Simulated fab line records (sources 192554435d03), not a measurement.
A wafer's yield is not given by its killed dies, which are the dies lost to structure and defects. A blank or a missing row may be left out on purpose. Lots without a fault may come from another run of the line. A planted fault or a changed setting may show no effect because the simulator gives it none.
A single fault, viewed from 2 desks :: flow n5-finfet :: numbers are kept per desk, each desk with only its own; the story behind them comes last

## AT THE METROLOGY DESK
What the gauges read, lot by lot, whatever tool the lot ran on: means of the sampled wafers that have a number. A lot is out of limits, marked OUT, if its mean lies more than 4 standard deviations from the usual mean; the brackets give that distance. Of its 13 readings 7 are shown: the one that was out of limits first, and those that lie furthest out on some lot.
Columns: A = trench-depth-nm at N5_BEOL_M3_OCD_MEAS_38, usual 55.5 nm; B = DIBL_N at N5_BEOL_M4_RC_MEAS_101, usual 36.0 mV/V; C = IOFF_P at N5_BEOL_M4_RC_MEAS_101, usual 0.211 nA/um; D = ION_N at N5_BEOL_M4_RC_MEAS_101, usual 673 uA/um; E = ION_P at N5_BEOL_M4_RC_MEAS_101, usual 463 uA/um; F = VT_N at N5_BEOL_M4_RC_MEAS_101, usual 250.1 mV; G = VT_P at N5_BEOL_M4_RC_MEAS_101, usual -250.2 mV
lot: L739
first seen here: day 7 21:25
A: 55.0
B: 37.6
C: 0.181
D: 669
E: 453
F: 250.7
G: -252.8

lot: L738
first seen here: day 8 03:42
A: 56.3
B: 35.1
C: 0.214
D: 671
E: 464
F: 251.3
G: -247.9

lot: L741
first seen here: day 8 12:53
A: 55.4
B: 39.0
C: 0.237
D: 682
E: 470
F: 247.8
G: -249.8

lot: L745
first seen here: day 9 12:00
A: 55.9
B: 34.8
C: 0.205
D: 674
E: 466
F: 250.8
G: -248.9

lot: L747
first seen here: day 10 05:23
A: 54.9
B: 34.8
C: 0.211
D: 674
E: 463
F: 252.4
G: -250.4

lot: L746
first seen here: day 10 09:43
A: 55.2
B: 36.7
C: 0.210
D: 670
E: 461
F: 249.1
G: -251.3

lot: L749
first seen here: day 10 21:05
A: 56.2
B: 37.8
C: 0.239
D: 678
E: 468
F: 248.5
G: -249.3

lot: L750
first seen here: day 11 07:06
A: 55.9
B: 36.6
C: 0.244
D: 684
E: 469
F: 247.3
G: -248.0

lot: L751
first seen here: day 11 15:35
A: 53.7
B: 37.3
C: 0.199
D: 668
E: 462
F: 252.2
G: -250.4

lot: L752
first seen here: day 11 19:01
A: 49.0 (-7.5) OUT
B: 36.9
C: 0.268
D: 694
E: 480
F: 244.4
G: -241.2
This desk's finding: out of limits on L752; first on L752, day 11 23:07 (trench-depth-nm at N5_BEOL_M3_OCD_MEAS_38). L739, L738, L741, L745, L747, L746, L749, L750, L751: within limits.

## DESK OF THE TOOL OWNER: rie-diel-03
The tool's own readings at N5_BEOL_M3_TRENCH_ETCH_37 (etches SiOC in C4F6/O2, target depth 55.555 nm, time 29.2 s): means of the sampled wafers that have a number, for each lot that ran on this tool. A lot is out of limits, marked OUT, if its mean lies more than 4 standard deviations from the usual mean; the brackets give that distance.
Columns: A = drypump-motor-current-A at N5_BEOL_M3_TRENCH_ETCH_37, usual 5.6 A; B = oes-product-au at N5_BEOL_M3_TRENCH_ETCH_37, usual 0.78 a.u.; C = rf-vpp-V at N5_BEOL_M3_TRENCH_ETCH_37, usual 670 V; D = run-length-s at N5_BEOL_M3_TRENCH_ETCH_37, usual 52.5 s; E = showerhead-plenum-p-Torr at N5_BEOL_M3_TRENCH_ETCH_37, usual 2.86 Torr; F = throttle-valve-pct at N5_BEOL_M3_TRENCH_ETCH_37, usual 20.83 %
lot: L745
first seen here: day 10 03:41
A: 5.6
B: 0.85
C: 674
D: 52.3
E: 2.88
F: 20.85

lot: L746
first seen here: day 10 16:31
A: 5.8
B: 0.78
C: 673
D: 52.1
E: 2.89
F: 20.94

lot: L749
first seen here: day 10 22:45
A: 5.8
B: 0.82
C: 675
D: 52.2
E: 2.90
F: 20.90

lot: L751
first seen here: day 11 18:50
A: 5.6
B: 0.89
C: 674
D: 50.7
E: 2.90
F: 20.84

lot: L752
first seen here: day 11 22:58
A: 6.0
B: 0.72
C: 671
D: 48.5 (-7.5) OUT
E: 2.88
F: 21.00
This desk's finding: out of limits on L752; first on L752, day 11 22:58 (run-length-s at N5_BEOL_M3_TRENCH_ETCH_37). L745, L746, L749, L751: within limits.

## ALL TOGETHER
On L752, at day 11 22:58, an alarm was possible from the tool owner's desk.
An alarm was possible from the metrology desk at day 11 23:07, on L752.
The lots listed all ran N5_BEOL_M3_TRENCH_ETCH_37 on rie-diel-03.

## WHAT WAS PUT IN BY THE SIMULATOR
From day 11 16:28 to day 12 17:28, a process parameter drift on rie-diel-03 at N5_BEOL_M3_TRENCH_ETCH_37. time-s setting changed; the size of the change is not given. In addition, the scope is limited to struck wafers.
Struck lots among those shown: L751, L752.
Fault start to first reading out of limits, in hours, per desk: tool owner, 7; metrology, 7.
